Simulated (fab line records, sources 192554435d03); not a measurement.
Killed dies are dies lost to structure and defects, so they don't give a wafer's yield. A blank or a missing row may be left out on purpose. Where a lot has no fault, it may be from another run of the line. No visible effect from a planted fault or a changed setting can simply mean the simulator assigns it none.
Split-lot trial || flow n5-finfet || route with 1938 steps; 7 lots, 21 wafers read

## THE SPLIT
At N5_BEOL_M1_VIA_ETCH_34 (etches the open film in C4F6/O2, target depth 67.8 nm, time 64.4 s), the setting bias-w was moved away from the recipe's 170 W on 10 of the 21 wafers read, by -12.6% to +15.8%. This setting was run at the recipe's value on the other wafers.

The reading is taken at the split's own step.

## THE READING
rf-vpp-V, in V, at N5_BEOL_M1_VIA_ETCH_34 (etches the open film in C4F6/O2, target depth 67.8 nm, time 64.4 s). A value of 666 V with a standard deviation of 8 V is what fault-free wafers of this fab line usually give.

{"wafer": "L077.1", "tool, chamber at the split": "rie-diel-05, 0", "bias-w as run, W": 154.4, "against the recipe": "-9.2%", "rf-vpp-V, V": 618, "against lot-mates on the recipe": -33}
{"wafer": "L077.3", "tool, chamber at the split": "rie-diel-05, 2", "bias-w as run, W": 154.4, "against the recipe": "-9.2%", "rf-vpp-V, V": 602, "against lot-mates on the recipe": -49}
{"wafer": "L077.5", "tool, chamber at the split": "rie-diel-05, 2", "bias-w as run, W": 170, "against the recipe": "recipe", "rf-vpp-V, V": 651, "against lot-mates on the recipe": "-"}
{"wafer": "L078.1", "tool, chamber at the split": "rie-diel-02, 1", "bias-w as run, W": 170, "against the recipe": "recipe", "rf-vpp-V, V": 667, "against lot-mates on the recipe": "-"}
{"wafer": "L078.2", "tool, chamber at the split": "rie-diel-02, 2", "bias-w as run, W": 195.4, "against the recipe": "+14.9%", "rf-vpp-V, V": 745, "against lot-mates on the recipe": "+78"}
{"wafer": "L078.6", "tool, chamber at the split": "rie-diel-02, 0", "bias-w as run, W": 195.4, "against the recipe": "+14.9%", "rf-vpp-V, V": 754, "against lot-mates on the recipe": "+87"}
{"wafer": "L079.2", "tool, chamber at the split": "rie-diel-04, 3", "bias-w as run, W": 170, "against the recipe": "recipe", "rf-vpp-V, V": 673, "against lot-mates on the recipe": "-"}
{"wafer": "L079.3", "tool, chamber at the split": "rie-diel-04, 0", "bias-w as run, W": 157.7, "against the recipe": "-7.2%", "rf-vpp-V, V": 634, "against lot-mates on the recipe": -39}
{"wafer": "L079.5", "tool, chamber at the split": "rie-diel-04, 1", "bias-w as run, W": 157.7, "against the recipe": "-7.2%", "rf-vpp-V, V": 639, "against lot-mates on the recipe": -34}
{"wafer": "L080.1", "tool, chamber at the split": "rie-diel-04, 0", "bias-w as run, W": 170, "against the recipe": "recipe", "rf-vpp-V, V": 672, "against lot-mates on the recipe": "-"}
{"wafer": "L080.2", "tool, chamber at the split": "rie-diel-04, 2", "bias-w as run, W": 170, "against the recipe": "recipe", "rf-vpp-V, V": 660, "against lot-mates on the recipe": "-"}
{"wafer": "L080.6", "tool, chamber at the split": "rie-diel-04, 1", "bias-w as run, W": 170, "against the recipe": "recipe", "rf-vpp-V, V": 678, "against lot-mates on the recipe": "-"}
{"wafer": "L083.3", "tool, chamber at the split": "rie-diel-02, 0", "bias-w as run, W": 170, "against the recipe": "recipe", "rf-vpp-V, V": 675, "against lot-mates on the recipe": "-"}
{"wafer": "L083.4", "tool, chamber at the split": "rie-diel-02, 3", "bias-w as run, W": 170, "against the recipe": "recipe", "rf-vpp-V, V": 658, "against lot-mates on the recipe": "-"}
{"wafer": "L083.6", "tool, chamber at the split": "rie-diel-02, 3", "bias-w as run, W": 170, "against the recipe": "recipe", "rf-vpp-V, V": 658, "against lot-mates on the recipe": "-"}
{"wafer": "L084.2", "tool, chamber at the split": "rie-diel-04, 3", "bias-w as run, W": 196.8, "against the recipe": "+15.8%", "rf-vpp-V, V": 756, "against lot-mates on the recipe": "no lot-mate on the recipe"}
{"wafer": "L084.5", "tool, chamber at the split": "rie-diel-04, 3", "bias-w as run, W": 196.8, "against the recipe": "+15.8%", "rf-vpp-V, V": 757, "against lot-mates on the recipe": "no lot-mate on the recipe"}
{"wafer": "L084.6", "tool, chamber at the split": "rie-diel-04, 1", "bias-w as run, W": 196.8, "against the recipe": "+15.8%", "rf-vpp-V, V": 761, "against lot-mates on the recipe": "no lot-mate on the recipe"}
{"wafer": "L090.1", "tool, chamber at the split": "rie-diel-02, 1", "bias-w as run, W": 148.6, "against the recipe": "-12.6%", "rf-vpp-V, V": 598, "against lot-mates on the recipe": -68}
{"wafer": "L090.5", "tool, chamber at the split": "rie-diel-02, 1", "bias-w as run, W": 170, "against the recipe": "recipe", "rf-vpp-V, V": 666, "against lot-mates on the recipe": "-"}
{"wafer": "L090.6", "tool, chamber at the split": "rie-diel-02, 2", "bias-w as run, W": 170, "against the recipe": "recipe", "rf-vpp-V, V": 667, "against lot-mates on the recipe": "-"}

FIT RESULTS
A straight line over all 21 wafers: rf-vpp-V changes by +5.62 V for each +1% of bias-w; r = +0.99; the points scatter about the line by 7.9 V.
The same after taking each lot's own level away (the mean of its wafers on the recipe; 18 wafers): +5.27 V for each +1%; r = +0.99; scatter 6.4 V.
The reading moves by 83 V for the largest change in bias-w, on that fit.
From 651.0 to 673.0 V: that is the span of the lots' own levels, equal to 2.8 times the standard deviation above.
The two slopes are in agreement: the lot-to-lot level therefore moves the slope only a little.
Check: with one of the wafers moved furthest among these (+14.9%) left out of the fit, the line predicts +81.1 V for it against its lot-mates. Against them it came out at +78 V.
Tool readings at the split's step, against how far the setting was moved: rf-vpp-V r = +0.99.

## ADDITIONAL SPLITS CARRIED BY THESE WAFERS
These wafers also went through other splits before the reading. Each is held against what the fit with the lots' levels taken away leaves over:
{"other split on the same wafers": "N5_MOL_CONTACT_COAG_ETCHBACK_136 target-depth-a", "wafers away from the commonest value": 7, "r with rf-vpp-V (lot level and that fit taken away)": -0.43}
{"other split on the same wafers": "N5_BEOL_M0_SAQP_ETCH_107 bias-w", "wafers away from the commonest value": 5, "r with rf-vpp-V (lot level and that fit taken away)": -0.15}
{"other split on the same wafers": "N5_BEOL_M0_SAQP_COAT_34 spin-rpm", "wafers away from the commonest value": 5, "r with rf-vpp-V (lot level and that fit taken away)": "+0.06"}
{"other split on the same wafers": "N5_BEOL_M0_ETCH_138 source-w", "wafers away from the commonest value": 8, "r with rf-vpp-V (lot level and that fit taken away)": -0.11}

## THE FILE'S OWN FIT
rf-vpp-V changes by +5.3 V for each +1% of bias-w, r = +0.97.
